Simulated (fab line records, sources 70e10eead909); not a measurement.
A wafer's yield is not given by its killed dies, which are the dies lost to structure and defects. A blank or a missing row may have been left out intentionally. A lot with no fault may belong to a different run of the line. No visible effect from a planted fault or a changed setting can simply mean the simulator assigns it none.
fab line records    flow nand-harc
record lots=15  wafers=45  last-day=24
route steps=1159 shown A_CONTACT@843
lots that met no fault: from a run of the same line without faults
start-h: hours from the record's first day to the start of the lot's first wafer shown    wait-h: hours from the lot's prior step to this one    " as in the row above    L1.1+2: a single row standing in for several wafers    - value missing, or start not given    * or withheld: withheld    < > ~ a bound
route shown NAME@n: NAME is a module with steps in the file, n the number in the route of the first one    usual: mean/standard deviation taken from wafers without a fault    same: alike in all rows    chamber/n: place in a boat    sites: per-site readings    _std_site: standard deviation across them    _edge_site: outer sites' mean less inner sites'    radius-mm: how far each site lies from the wafer's centre    mask NAME#n: copy n    behind: the most recent tool/chamber to have shaped the wafer    hold: reason for holding the lot/hours on hold/outcome of the hold    device: the n, p or np transistor that did not switch    end of line: tests of these same wafers at the route's end    step lacking rows: just its recipe    killed: the dies lost at the first sort to structure and to defects; this is not the yield of the wafer    map: a wafer's dies, x killed, . not, _ none there
set.NAME: the setting the step ran with; set.NAME@STEP: the setting that earlier step ran with    model.NAME: the simulator's own value behind a step, which no gauge read
the route's steps for a sample of lots (tables are steps, rows are wafers)
services: from which hour (start-h, from the record's first day; less than 0 if before it) a tool's chamber was out of use, for how many hours, and why
## steps
# step NHARC_A_CONTACT_DEP_29
# recipe target-thk-a=700  target-thk-nm=70  temp-c=400  pressure-torr=3.5  flow-sccm=200  rf-w=350  material=SiON
# usual heater-power-w=734/73
lot.wafer  tool      chamber  start-h  wait-h  heater-power-w
L952.5     pecvd-01  2        364.96   0.5     782
L952.4     "         0        "        "       785
L952.6     "         1        "        "       847
L951.1     pecvd-02  2        381.43   1.9     626
L951.2     "         0        "        "       712
L951.6     "         2        "        "       636
L953.1     pecvd-04  2        395.60   1.9     647
L953.3     "         1        "        "       626
L953.5     "         2        "        "       659
L955.5     pecvd-04  0        400.03   0.5     742
L955.4     "         1        "        "       763
L955.6     "         2        "        "       715
L956.4     pecvd-04  2        401.07   0.8     653
L956.6     "         0        "        "       813
L956.5     "         1        "        "       757
L958.1     pecvd-04  1        410.94   1.9     628
L958.2     "         0        "        "       849
L958.4     "         1        "        "       647
L959.1     pecvd-02  2        426.86   1.9     678
L959.3     "         0        "        "       706
L959.2     "         1        "        "       784
L961.2     pecvd-02  2        444.12   1.5     694
L961.1     "         0        "        "       656
L961.5     "         2        "        "       700
L965.1     pecvd-02  0        454.67   1.9     689
L965.4     "         2        "        "       628
L965.5     "         1        "        "       788
L964.1     pecvd-02  0        464.33   1.9     649
L964.5     "         0        "        "       655
L964.6     "         1        "        "       736
L968.1     pecvd-02  2        466.82   1.9     569
L968.3     "         1        "        "       686
L968.5     "         2        "        "       557
L970.2     pecvd-02  0        482.01   1.5     790
L970.5     "         2        "        "       685
L970.4     "         0        "        "       814
L971.1     pecvd-01  2        489.17   1.9     727
L971.5     "         1        "        "       840
L971.4     "         2        "        "       735
L972.2     pecvd-04  0        493.00   1.5     738
L972.5     "         0        "        "       738
L972.4     "         1        "        "       686
L973.1     pecvd-01  0        497.50   1.9     733
L973.2     "         1        "        "       862
L973.3     "         2        "        "       859
# step NHARC_A_CONTACT_EXPOSE_39
# recipe na=1.35  sigma-outer=0.8  dose-mj=58.79  mask-id=A_CC_3
# usual exposure-dose-mJ-cm2=58.80/0.053  focus-offset-nm=-0.1/0.56
lot.wafer  tool             chamber  start-h  wait-h  mask      exposure-dose-mJ-cm2  focus-offset-nm
L952.4     arfi-scanner-02  0        365.47   -       A_CC_3#0  58.78                 -0.6
L952.5     "                0        "        "       A_CC_3#0  58.84                 -0.2
L952.6     "                0        "        "       A_CC_3#0  58.87                 -0.2
L951.1     arfi-scanner-01  0        381.98   -       A_CC_3#0  58.82                 -0.1
L951.2     "                0        "        "       A_CC_3#0  58.72                 -1.0
L951.6     "                0        "        "       A_CC_3#0  58.75                 0.6
L953.1     arfi-scanner-03  0        396.19   -       A_CC_3#0  58.85                 0.7
L953.3     "                0        "        "       A_CC_3#0  58.75                 0.2
L953.5     "                0        "        "       A_CC_3#0  58.92                 -0.5
L955.4     arfi-scanner-01  0        400.55   -       A_CC_3#0  58.93                 -0.6
L955.5     "                0        "        "       A_CC_3#0  58.80                 -0.2
L955.6     "                0        "        "       A_CC_3#0  58.86                 -0.4
L956.4     arfi-scanner-02  0        401.57   -       A_CC_3#0  58.78                 0.1
L956.5     "                0        "        "       A_CC_3#0  58.85                 -0.5
L956.6     "                0        "        "       A_CC_3#0  58.89                 -0.7
L958.1     arfi-scanner-03  0        411.52   -       A_CC_3#0  58.66                 0.6
L958.2     "                0        "        "       A_CC_3#0  58.76                 -0.2
L958.4     "                0        "        "       A_CC_3#0  58.76                 -0.5
L959.1     arfi-scanner-03  0        427.45   -       A_CC_3#0  58.80                 0.7
L959.2     "                0        "        "       A_CC_3#0  58.78                 0.0
L959.3     "                0        "        "       A_CC_3#0  58.80                 0.4
L961.1     arfi-scanner-03  0        444.74   -       A_CC_3#0  58.81                 -1.1
L961.2     "                0        "        "       A_CC_3#0  58.78                 0.1
L961.5     "                0        "        "       A_CC_3#0  58.77                 -0.3
L965.1     arfi-scanner-03  -        455.10   -       A_CC_3#0  -                     -
L965.4     "                -        "        "       A_CC_3#0  -                     -
L965.5     "                -        "        "       A_CC_3#0  -                     -
L964.1     arfi-scanner-03  -        464.79   -       A_CC_3#0  -                     -
L964.5     "                -        "        "       A_CC_3#0  -                     -
L964.6     "                -        "        "       A_CC_3#0  -                     -
L968.1     arfi-scanner-02  -        467.40   -       A_CC_3#0  -                     -
L968.3     "                -        "        "       A_CC_3#0  -                     -
L968.5     "                -        "        "       A_CC_3#0  -                     -
L970.2     arfi-scanner-02  0        482.54   -       A_CC_3#0  58.69                 -0.6
L970.4     "                0        "        "       A_CC_3#0  58.74                 -0.1
L970.5     "                0        "        "       A_CC_3#0  58.77                 -0.4
L971.1     arfi-scanner-03  0        489.70   -       A_CC_3#0  58.81                 -0.2
L971.4     "                0        "        "       A_CC_3#0  58.80                 -0.1
L971.5     "                0        "        "       A_CC_3#0  58.87                 0.3
L972.2     arfi-scanner-02  0        493.58   -       A_CC_3#0  58.76                 1.4
L972.4     "                0        "        "       A_CC_3#0  58.81                 0.5
L972.5     "                0        "        "       A_CC_3#0  58.79                 0.7
L973.1     arfi-scanner-03  0        498.09   -       A_CC_3#0  58.84                 -0.5
L973.2     "                0        "        "       A_CC_3#0  58.80                 -0.1
L973.3     "                0        "        "       A_CC_3#0  58.83                 0.2
# step NHARC_A_CONTACT_ETCH_48
# recipe target-depth-a=390  over-etch-frac=0.3  time-s=65  ion-energy-ev=80  cf4-flow-sccm=150  ar-flow-sccm=0  rf-w=300  bias-w=100  chemistry=CF4
# usual drypump-motor-current-A=5.6/0.45  oes-product-au=0.997/0.0074  rf-vpp-V=151.0/1.1  showerhead-plenum-p-Torr=1.75/0.049  throttle-valve-pct=13.283/0.0099
lot.wafer  tool         chamber  start-h  wait-h  drypump-motor-current-A  oes-product-au  rf-hours-counter-h  rf-vpp-V  showerhead-plenum-p-Torr  throttle-valve-pct
L952.4     rie-diel-11  3        365.87   0.1     5.0                      1.000           64                  151.2     1.74                      13.290
L952.6     "            2        "        "       6.0                      0.995           -                   152.5     1.81                      13.262
L952.5     "            3        "        "       5.0                      0.996           -                   151.3     1.74                      13.299
L951.2     rie-diel-11  3        382.40   0.1     5.0                      0.995           2                   151.2     1.74                      13.278
L951.1     "            0        "        "       6.0                      0.996           2                   151.7     1.76                      13.262
L951.6     "            2        "        "       6.0                      0.988           -                   151.1     1.81                      13.266
L953.1     rie-diel-13  1        396.60   0.1     6.1                      1.013           19                  150.9     1.75                      13.284
L953.3     "            0        "        "       5.6                      1.011           16                  152.0     1.77                      13.291
L953.5     "            2        "        "       6.2                      1.005           -                   153.8     1.81                      13.303
L955.4     rie-diel-13  3        400.95   0.1     5.0                      0.986           19                  150.4     1.73                      13.275
L955.5     "            3        "        "       5.1                      1.006           -                   149.4     1.73                      13.298
L955.6     "            0        "        "       5.6                      1.007           -                   150.7     1.77                      13.284
L956.4     rie-diel-11  1        402.02   0.1     5.4                      1.011           8                   150.0     1.67                      13.268
L956.5     "            1        "        "       5.4                      1.008           -                   150.2     1.67                      13.285
L956.6     "            2        "        "       6.0                      0.989           -                   152.2     1.81                      13.288
L958.1     rie-diel-13  2        411.95   0.1     6.1                      0.995           22                  152.5     1.81                      13.284
L958.4     "            3        "        "       5.1                      0.993           22                  150.3     1.73                      13.285
L958.2     "            0        "        "       5.6                      1.009           22                  152.5     1.77                      13.281
L959.1     rie-diel-11  1        427.91   0.1     5.3                      1.001           17                  151.4     1.67                      13.282
L959.2     "            2        "        "       6.0                      0.989           18                  150.3     1.81                      13.276
L959.3     "            3        "        "       5.0                      0.988           16                  150.4     1.74                      13.281
L961.1     rie-diel-13  0        445.17   0.1     5.6                      0.997           29                  150.8     1.77                      13.284
L961.2     "            3        "        "       5.1                      0.982           25                  150.2     1.73                      13.276
L961.5     "            1        "        "       6.1                      0.990           -                   150.4     1.75                      13.287
L965.1     rie-diel-11  3        455.52   0.1     5.0                      1.005           30                  151.9     1.73                      13.286
L965.4     "            0        "        "       6.0                      0.995           29                  150.6     1.75                      13.286
L965.5     "            1        "        "       5.3                      1.001           -                   150.1     1.67                      13.269
L964.1     rie-diel-13  3        465.20   0.1     5.1                      0.983           1                   150.7     1.73                      13.280
L964.5     "            3        "        "       5.1                      0.989           -                   149.2     1.73                      13.288
L964.6     "            0        "        "       5.6                      0.995           -                   152.4     1.77                      13.293
L968.3     rie-diel-13  0        467.82   0.1     5.6                      0.993           2                   150.9     1.77                      13.277
L968.1     "            1        "        "       6.1                      0.996           2                   150.1     1.75                      13.284
L968.5     "            2        "        "       6.2                      0.994           -                   151.9     1.81                      13.279
L970.2     rie-diel-13  0        482.96   0.1     5.6                      0.998           4                   150.7     1.77                      13.276
L970.4     "            1        "        "       6.1                      0.998           4                   151.8     1.75                      13.284
L970.5     "            2        "        "       6.1                      1.002           -                   151.0     1.81                      13.285
L971.1     rie-diel-09  3        490.12   0.1     5.7                      0.999           15                  149.0     1.69                      13.292
L971.4     "            0        "        "       5.5                      0.987           12                  152.3     1.83                      13.284
L971.5     "            2        "        "       5.4                      0.987           -                   151.4     1.77                      13.287
L972.2     rie-diel-11  2        494.00   0.1     6.0                      0.988           43                  150.3     1.80                      13.310
L972.4     "            3        "        "       5.0                      1.002           43                  150.7     1.73                      13.291
L972.5     "            1        "        "       5.3                      0.999           -                   149.4     1.66                      13.289
L973.1     rie-diel-11  3        498.51   0.1     5.0                      1.001           45                  149.7     1.73                      13.293
L973.3     "            0        "        "       6.0                      1.011           46                  149.8     1.74                      13.292
L973.2     "            1        "        "       5.3                      0.994           47                  151.2     1.66                      13.292
# step NHARC_A_CONTACT_ETCH_51
# recipe target-depth-a=36000  over-etch-frac=0.3  time-s=936  ion-energy-ev=150  o2-flow-sccm=400  cos-flow-sccm=20  ar-flow-sccm=0  rf-w=500  bias-w=300  chemistry=O2/COS
# usual drypump-motor-current-A=5.7/0.46  oes-product-au=0.999/0.0087  rf-vpp-V=313.8/1.6  showerhead-plenum-p-Torr=3.09/0.086  throttle-valve-pct=28.330/0.01
lot.wafer  tool         chamber  start-h  wait-h  drypump-motor-current-A  oes-product-au  rf-hours-counter-h  rf-vpp-V  showerhead-plenum-p-Torr  throttle-valve-pct
L952.4     rie-diel-11  1        -        -       5.3                      1.010           57                  310.2     2.96                      28.336
L952.5     "            3        "        "       5.0                      0.983           -                   313.1     3.07                      28.344
L952.6     "            0        "        "       6.0                      1.001           -                   312.5     3.10                      28.347
L951.2     rie-diel-11  3        -        -       5.0                      0.996           2                   312.4     3.07                      28.347
L951.1     "            0        "        "       6.0                      1.015           2                   312.9     3.10                      28.340
L951.6     "            0        "        "       6.0                      1.001           -                   315.2     3.10                      28.324
L953.3     rie-diel-13  1        -        -       6.1                      1.004           19                  313.4     3.09                      28.350
L953.1     "            2        "        "       6.1                      1.002           19                  315.3     3.20                      28.313
L953.5     "            0        "        "       5.6                      0.996           -                   313.7     3.13                      28.321
L955.4     rie-diel-13  1        -        -       6.2                      1.000           21                  313.6     3.09                      28.346
L955.6     "            3        "        "       5.1                      1.005           -                   313.3     3.05                      28.318
L955.5     "            0        "        "       5.6                      1.002           -                   315.1     3.13                      28.340
L956.4     rie-diel-11  1        -        -       5.3                      1.004           8                   310.7     2.95                      28.326
L956.5     "            1        "        "       5.3                      1.002           -                   310.8     2.95                      28.320
L956.6     "            2        "        "       6.0                      0.988           -                   314.0     3.19                      28.317
L958.4     rie-diel-13  0        -        -       5.6                      1.005           22                  315.2     3.13                      28.327
L958.1     "            2        "        "       6.2                      0.990           22                  313.8     3.20                      28.335
L958.2     "            3        "        "       5.0                      0.987           22                  313.7     3.05                      28.321
L959.1     rie-diel-11  3        -        -       5.0                      0.997           17                  314.5     3.07                      28.325
L959.2     "            0        "        "       6.0                      0.998           16                  314.1     3.09                      28.328
L959.3     "            2        "        "       6.0                      0.990           18                  314.8     3.19                      28.340
L961.1     rie-diel-13  3        -        -       5.1                      0.980           26                  312.3     3.05                      28.332
L961.2     "            0        "        "       5.6                      0.995           29                  314.8     3.12                      28.323
L961.5     "            1        "        "       6.1                      0.992           -                   313.8     3.09                      28.343
L965.1     rie-diel-11  0        -        -       6.0                      0.999           29                  315.2     3.09                      28.333
L965.4     "            1        "        "       5.4                      1.013           29                  314.2     2.94                      28.323
L965.5     "            0        "        "       6.0                      1.004           -                   313.0     3.09                      28.331
L964.1     rie-diel-13  0        -        -       5.6                      0.990           1                   313.9     3.12                      28.335
L964.6     "            2        "        "       6.2                      0.984           -                   315.4     3.19                      28.330
L964.5     "            3        "        "       5.1                      0.981           -                   312.2     3.05                      28.323
L968.3     rie-diel-13  2        -        -       6.2                      0.990           2                   315.0     3.19                      28.325
L968.1     "            3        "        "       5.1                      1.004           3                   312.3     3.05                      28.326
L968.5     "            2        "        "       6.2                      0.990           -                   315.4     3.19                      28.324
L970.2     rie-diel-13  2        -        -       6.2                      1.004           5                   315.1     3.19                      28.339
L970.4     "            0        "        "       5.6                      0.997           4                   313.7     3.12                      28.309
L970.5     "            1        "        "       6.1                      0.997           -                   313.8     3.08                      28.331
L971.1     rie-diel-09  1        -        -       6.7                      0.985           18                  316.6     3.23                      28.320
L971.5     "            0        "        "       5.5                      0.987           -                   315.3     3.24                      28.337
L971.4     "            3        "        "       5.8                      0.996           -                   312.5     2.99                      28.344
L972.4     rie-diel-11  1        -        -       5.3                      1.015           44                  309.4     2.94                      28.322
L972.2     "            0        "        "       6.0                      1.011           44                  316.6     3.08                      28.333
L972.5     "            2        "        "       6.0                      0.982           -                   314.4     3.18                      28.322
L973.3     rie-diel-11  0        -        -       6.0                      1.004           46                  313.4     3.08                      28.328
L973.1     "            2        "        "       6.0                      0.990           46                  315.1     3.17                      28.340
L973.2     "            3        "        "       5.0                      0.995           45                  313.3     3.05                      28.320
## services
tool             chamber  start-h  hours  kind
arfi-scanner-01  -        341.66   1.2    repair
rie-diel-13      0        346.28   8.2    repair
rie-diel-11      1        352.19   8.8    repair
rie-diel-11      -        367.85   9.0    pm
rie-diel-13      -        369.96   1.1    repair
arfi-scanner-01  -        372.64   4.0    pm
pecvd-04         -        376.24   13.0   pm
rie-diel-09      -        376.62   0.7    repair
arfi-scanner-03  -        377.58   10.7   repair
rie-diel-09      -        407.74   0.8    repair
rie-diel-09      -        414.50   0.5    repair
pecvd-01         -        418.61   13.0   pm
rie-diel-13      3        421.97   15.2   repair
arfi-scanner-02  -        428.00   4.0    pm
rie-diel-13      2        430.23   30.7   repair
rie-diel-09      -        432.03   9.0    pm
rie-diel-13      1        435.15   6.1    repair
rie-diel-09      0        449.41   8.0    repair
rie-diel-13      -        453.00   9.0    pm
arfi-scanner-01  -        471.56   1.7    repair
pecvd-04         -        478.30   5.0    repair
arfi-scanner-03  -        484.00   4.0    pm
rie-diel-13      0        487.25   4.7    repair
arfi-scanner-01  -        497.56   2.3    repair
## key
first-sign step=NHARC_A_CONTACT_EXPOSE_39  reading=tool-record  direction=missing
effect none on later readings
met-at NHARC_A_CONTACT_EXPOSE_39
struck-lots L964,L965,L968
later-rows-left-out L964.1,L964.5,L964.6,L965.1,L965.4,L965.5,L968.1,L968.3,L968.5
sort-left-out L964.1,L964.5,L964.6,L965.1,L965.4,L965.5,L968.1,L968.3,L968.5
tester-left-out L964,L965,L968
not-acting-at NHARC_A_CONTACT_DEP_29,NHARC_A_CONTACT_ETCH_48,NHARC_A_CONTACT_ETCH_51
onset-between 444.74 455.10
fault kind=skipped-step-whole  tool=arfi-scanner-02,arfi-scanner-03  chamber=-  onset-h=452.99  steps=NHARC_A_CONTACT_EXPOSE_39  scope=struck-lots-only
# tester-left-out: of these lots the tester's yield and bins aren't shown, on N5 and GAA mostly nor the transistor test; their killed dies are dies lost to structure and defects alone, not to doping, threshold or leakage, so they don't give the yield
# sort-left-out: the simulated sort isn't trusted on such a fault, so these wafers' sort isn't shown, and their yield isn't known
# later-rows-left-out: the simulator's readings of these wafers behind a module that went badly wrong aren't trusted and aren't shown, but for the sort
